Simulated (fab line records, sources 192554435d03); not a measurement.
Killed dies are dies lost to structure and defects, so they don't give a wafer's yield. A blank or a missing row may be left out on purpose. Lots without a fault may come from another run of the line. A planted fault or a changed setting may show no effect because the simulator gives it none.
fab line records | flow n5_finfet
record lots=4 wafers=12 last_day=19
route steps=1938 shown PMOS_HMC_CHANNEL_EPI@62 FIN_SAQP@90
lots that met no fault: from a run of the same line without faults
start_h: hours from the record's first day to the start of the lot's first wafer shown | wait_h: hours since the lot's step before | " the same as in the row above | L1.1+2: a row that stands for several wafers | - no value, or no start given | * or withheld: withheld | < > ~ a bound
route shown NAME@n: a module of which the file shows steps, and the number in the route of the first | usual: mean/standard deviation of fault-free wafers | same: alike in all rows | chamber/n: place in a boat | sites: the reading at each site | _std_site: their standard deviation | _edge_site: outer sites' mean less inner sites' | radius_mm: how far each site lies from the wafer's centre | mask NAME#n: copy n | behind: the tool/chamber that last shaped the wafer | hold: why the lot was held/for how many hours/how that ended | device: the transistor (n, p or np) that didn't switch | end of line: the same wafers' tests at the end of the route | a step without rows: its recipe alone | killed: dies lost to structure and defects at the first sort, not the wafer's yield | map: a wafer's dies, x killed, . not, _ none there
set.NAME: the setting as run; set.NAME@STEP: as run at that earlier step | model.NAME: the simulator's own value behind a step, which no gauge read
lots at some steps of the route; a table a step, a row a wafer
services: from which hour (start_h, from the record's first day; less than 0 if before it) a tool's chamber was out of use, for how many hours, and why
## steps
# step N5_PMOS_HMC_CHANNEL_EPI_EXPOSE_06
# recipe mask_id=PMOS_HMC_BLK na=1.35 source_shape=conventional sigma_outer=0.8 polarization=unpolarized target_cd_nm=240 dose_mj=41
# step N5_PMOS_HMC_CHANNEL_EPI_PEB_07
# recipe peb_temp_c=110 peb_time_s=60 resist=CAR-ArF-block
# step N5_PMOS_HMC_CHANNEL_EPI_DEVELOP_08
# recipe develop_time_s=30 developer=TMAH resist=CAR-ArF-block dev_temp_c=23 rinse_liquid=diw dry=air_spin
# step N5_PMOS_HMC_CHANNEL_EPI_DESCUM_14
# recipe chemistry=O2 time_s=7.9 source_power_w=50 bias_power_w=20 pressure_mtorr=20 rf_frequency_hz=2.712e+07 temp_c=40 resist=CAR-ArF-block o2_flow_sccm=225
# step N5_PMOS_HMC_CHANNEL_EPI_ETCH_32
# recipe chemistry=N2/H2 target=BARC stop_on=SiO2 target_depth_a=858 over_etch_frac=0.3 time_s=50.3 ion_energy_ev=200 mask_material=CAR-ArF-block pressure_mtorr=30 source_w=840 bias_w=150 n2_flow_sccm=200 h2_flow_sccm=200
# step N5_PMOS_HMC_CHANNEL_EPI_HM_OPEN_15
# recipe chemistry=CHF3/O2 target=SiO2 mask_material=CAR-ArF-block target_depth_a=406 CHF3_flow_sccm=50 O2_flow_sccm=5 Ar_flow_sccm=200 time_s=20.3 pressure_mtorr=30 source_w=650 bias_w=170 ion_energy_ev=200
# step N5_PMOS_HMC_CHANNEL_EPI_STRIP_33
# recipe chemistry=N2/H2 power_w=500 temp_c=40 pressure_mtorr=50 rf_frequency_hz=6e+07 overash_fraction=0.3 bias_power_w=8 h2_frac=0.5 n2_flow_sccm=300 h2_flow_sccm=300
# step N5_PMOS_HMC_CHANNEL_EPI_STRIP_17
# recipe chemistry=SPM time_s=750 temp_c=130 h2so4_h2o2_vol_ratio=4 dry=ipa_marangoni
# step N5_PMOS_HMC_CHANNEL_EPI_ETCH_38
# recipe chemistry=CF4 target=SiO2 target_depth_a=15 ion_energy_ev=350 pressure_mtorr=10 icp_w=800 bias_w=400 cf4_flow_sccm=80
# step N5_PMOS_HMC_CHANNEL_EPI_FIN_RECESS_16
# recipe chemistry=HBr/Cl2 target=Si mask_material=SiO2 target_depth_a=540 time_s=18 pressure_mtorr=10 icp_w=800 bias_w=75 HBr_flow_sccm=150 Cl2_flow_sccm=80
# usual HBr_flow_sccm=150.0/0.42 bias_w=74.98/0.24 drypump_motor_current_A=6.0/0.45 oes_product_au=1.005/0.016 throttle_valve_pct=35.33/0.29 time_s=18/0
# columns lot.wafer tool chamber start_h wait_h HBr_flow_sccm bias_w drypump_motor_current_A oes_product_au rf_hours_counter_h throttle_valve_pct time_s model.SiO2_of_PMOS_HMC_CHANNEL_EPI_HM_DEP_34.thk_nm
L681.1 rie_si-02 1 119.60 0.0 - - - - - - - 33.63
L681.3 " 3 " " - - - - - - - 34.34
L681.4 " 2 " " - - - - - - - 34.48
L682.1 rie_si-03 2 125.93 0.0 - - - - - - - 34.43
L682.2 " 0 " " - - - - - - - 34.35
L682.4 " 3 " " - - - - - - - 34.85
L683.1 rie_si-06 0 132.47 0.0 149.9 75.12 6.1 1.015 89 34.96 18 30.04
L683.5 " 1 " " 149.7 74.87 6.7 1.007 - 35.68 18 30.55
L683.6 " 0 " " 150.4 74.74 6.1 1.015 - 34.97 18 30.31
L687.1 rie_si-03 3 156.69 0.0 150.1 74.76 6.3 0.981 55 35.81 18 30.33
L687.2 " 2 " " 150.0 75.00 5.8 1.020 1 35.38 18 29.84
L687.6 " 3 " " 150.0 74.93 6.3 0.974 - 35.80 18 30.12
# step N5_PMOS_HMC_CHANNEL_EPI_PRECLEAN_36
# recipe chemistry=O3/DIW time_s=45 temp_c=22 o3_ppm=10
# step N5_PMOS_HMC_CHANNEL_EPI_PRECLEAN_18
# recipe chemistry=DHF time_s=30 temp_c=25 dilution=withheld
# same time_s=30
# columns lot.wafer tool chamber start_h wait_h model.SiO2_of_PMOS_HMC_CHANNEL_EPI_HM_DEP_34.thk_nm
L681.1 wet_bench-05 2 119.72 0.0 28.04
L681.3 " 1 " " 28.74
L681.4 " 4 " " 28.86
L682.1 wet_bench-03 3 126.04 0.0 28.82
L682.2 " 6 " " 28.73
L682.4 " 5 " " 29.21
L683.1 wet_bench-05 5 132.59 0.0 24.41
L683.5 " 3 " " 24.95
L683.6 " 6 " " 24.7
L687.1 wet_bench-03 0 156.80 0.0 24.69
L687.2 " 3 " " 24.2
L687.6 " 2 " " 24.45
# step N5_PMOS_HMC_CHANNEL_EPI_SRD_19
# recipe dry=ipa_marangoni do_ppb=5 time_s=30 temp_c=23 rinse_liquid=diw
# step N5_PMOS_HMC_CHANNEL_EPI_EPI_20
# recipe material=SiGe30 mask_material=SiO2 pressure_torr=20 target_thk_a=590 temp_c=600
# step N5_PMOS_HMC_CHANNEL_EPI_HM_STRIP_35
# recipe chemistry=dHF temp_c=25 material=SiO2 target=SiO2 target_depth_a=396 time_s=216
# step N5_PMOS_HMC_CHANNEL_EPI_SRD_39
# recipe dry=ipa_marangoni time_s=30 temp_c=23 rinse_liquid=diw
# step N5_PMOS_HMC_CHANNEL_EPI_CMP_21
# recipe material=SiGe30 post_cmp_clean=alkaline_brush target_thk_nm=54
# step N5_PMOS_HMC_CHANNEL_EPI_THK_MEAS_22
# recipe reads=SiGe30_of_PMOS_HMC_CHANNEL_EPI_EPI_20
# usual HMC_CMP_THK=54.4/1
# columns lot.wafer tool chamber start_h wait_h HMC_CMP_THK[nm]
L681.1 film_metro-01 - 121.94 - 0.2
L681.3 " - " " 0.0
L681.4 " - " " 0.1
L682.1 film_metro-01 - 127.74 - 0.1
L682.2 " - " " 0.1
L682.4 " - " " 0.1
L683.1 film_metro-01 - 134.28 - 56.0
L683.5 " - " " 54.8
L683.6 " - " " 55.4
L687.1 film_metro-02 - 158.49 - 53.4
L687.2 " - " " 55.4
L687.6 " - " " 53.5
# step N5_PMOS_HMC_CHANNEL_EPI_PRECLEAN_40
# recipe chemistry=DHF time_s=30 temp_c=25 dilution=withheld
# step N5_PMOS_HMC_CHANNEL_EPI_PRECLEAN_37
# recipe chemistry=O3/DIW time_s=45 temp_c=22 o3_ppm=10
# step N5_PMOS_HMC_CHANNEL_EPI_PRECLEAN_24
# recipe chemistry=DHF time_s=30 temp_c=25 dilution=withheld
# step N5_PMOS_HMC_CHANNEL_EPI_SRD_25
# recipe dry=ipa_marangoni do_ppb=5 time_s=30 temp_c=23 rinse_liquid=diw
# step N5_PMOS_HMC_CHANNEL_EPI_EPI_26
# recipe material=Si target_thk_a=38 temp_c=650 precursor=SiH4/H2 pressure_torr=20 time_s=22.7
# step N5_FIN_SAQP_PRECLEAN_42
# recipe chemistry=O3/DIW time_s=60 temp_c=22 o3_ppm=10
# step N5_FIN_SAQP_PRECLEAN_00
# recipe chemistry=SC1 time_s=60 temp_c=55 mix=1:2:50
# step N5_FIN_SAQP_PRECLEAN_44
# recipe chemistry=SC2 time_s=45 temp_c=35 mix=1:1:50
# step N5_FIN_SAQP_SRD_01
# recipe dry=ipa_marangoni time_s=30 temp_c=23 rinse_liquid=diw
# step N5_FIN_SAQP_ALD_61
# recipe material=SiO2 target_thk_a=40 temp_c=300 ald_precursor_family=BDEAS ald_co_reactant=O2-plasma pulse_time_s=1 purge_time_s=2 co_reactant_purge_time_s=2 ald_cycles=43 pressure_torr=2
# step N5_FIN_SAQP_DENSIFY_62
# recipe temp_c=700 time_s=60 ambient=N2 idle_temp_c=600 ramp_up_c_per_s=150 ramp_down_c_per_s=60 cool_to_c=600
# step N5_FIN_SAQP_HM_DEP_03
# recipe material=SiNx target_thk_a=380 temp_c=400 precursor=SiH4/NH3/N2 pressure_torr=1.5 rf_w=300 time_s=33.6
# step N5_FIN_SAQP_PECVD_47
# recipe material=a-Si target_thk_a=450 temp_c=400 precursor=SiH4/He pressure_torr=3 rf_w=100 time_s=36.3
# step N5_FIN_SAQP_PECVD_48
# recipe material=SiNx target_thk_a=250 temp_c=400 precursor=SiH4/NH3/N2 pressure_torr=1.5 rf_w=300 time_s=22.1
# step N5_FIN_SAQP_PECVD_06
# recipe material=a-Si target_thk_a=600 temp_c=400 precursor=SiH4/He pressure_torr=3 rf_w=100 time_s=48.1
# step N5_FIN_SAQP_HM_DEP_72
# recipe material=SiO2 target_thk_a=120 temp_c=400 precursor=SiH4/N2O pressure_torr=0.75 rf_w=275 time_s=7.2
# step N5_FIN_SAQP_COAT_49
# recipe resist=SOC temp_c=250 time_s=60 spin_rpm=1500 resist_thk_nm=100
# step N5_FIN_SAQP_OVL_MEAS_17
# recipe points_per_wafer=44
# usual FIN_CORE_OVL=-0.8/0.78
# columns lot.wafer tool chamber start_h wait_h FIN_CORE_OVL[nm]
L681.1 overlay-02 0 123.99 0.0 -
L681.3 " 0 " " -
L681.4 " 0 " " -
L682.1 overlay-01 0 129.64 0.0 -
L682.2 " 0 " " -
L682.4 " 0 " " -
L683.1 overlay-01 0 136.13 0.0 -1.3
L683.5 " 0 " " -0.7
L683.6 " 0 " " -1.4
L687.1 overlay-02 0 160.61 0.0 -0.2
L687.2 " 0 " " -0.3
L687.6 " 0 " " -0.6
## services
# columns tool chamber start_h hours kind
rie_si-03 0 97.58 5.6 repair
rie_si-03 - 101.03 4.3 pm
rie_si-03 2 115.87 4.5 repair
rie_si-06 - 141.29 0.4 repair
rie_si-02 1 156.07 1.9 repair
## key
first_sign step=N5_PMOS_HMC_CHANNEL_EPI_FIN_RECESS_16 reading=tool_record direction=missing
effect step=N5_PMOS_HMC_CHANNEL_EPI_THK_MEAS_22 reading=HMC_CMP_THK direction=down sigmas=55 usual=54.4 struck=0.1
effect step=N5_FIN_SAQP_OVL_MEAS_17 reading=FIN_CORE_OVL direction=missing
model_effect step=N5_PMOS_HMC_CHANNEL_EPI_FIN_RECESS_16 value=SiO2_of_PMOS_HMC_CHANNEL_EPI_HM_DEP_34.thk_nm without=30.12 struck=34.35
model_effect step=N5_PMOS_HMC_CHANNEL_EPI_PRECLEAN_18 value=SiO2_of_PMOS_HMC_CHANNEL_EPI_HM_DEP_34.thk_nm without=24.51 struck=28.74
met_at N5_PMOS_HMC_CHANNEL_EPI_FIN_RECESS_16
struck_wafers L681.1,L681.3,L681.4,L682.1,L682.2,L682.4
tester_left_out L681,L682
fault kind=skipped_step_whole tool=rie_si-02,rie_si-03 chamber=- onset_h=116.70 steps=N5_PMOS_HMC_CHANNEL_EPI_FIN_RECESS_16 scope=struck_lots_only
# tester_left_out: of these lots the tester's yield and bins aren't shown, on N5 and GAA mostly nor the transistor test; their killed dies are dies lost to structure and defects alone, not to doping, threshold or leakage, so they don't give the yield
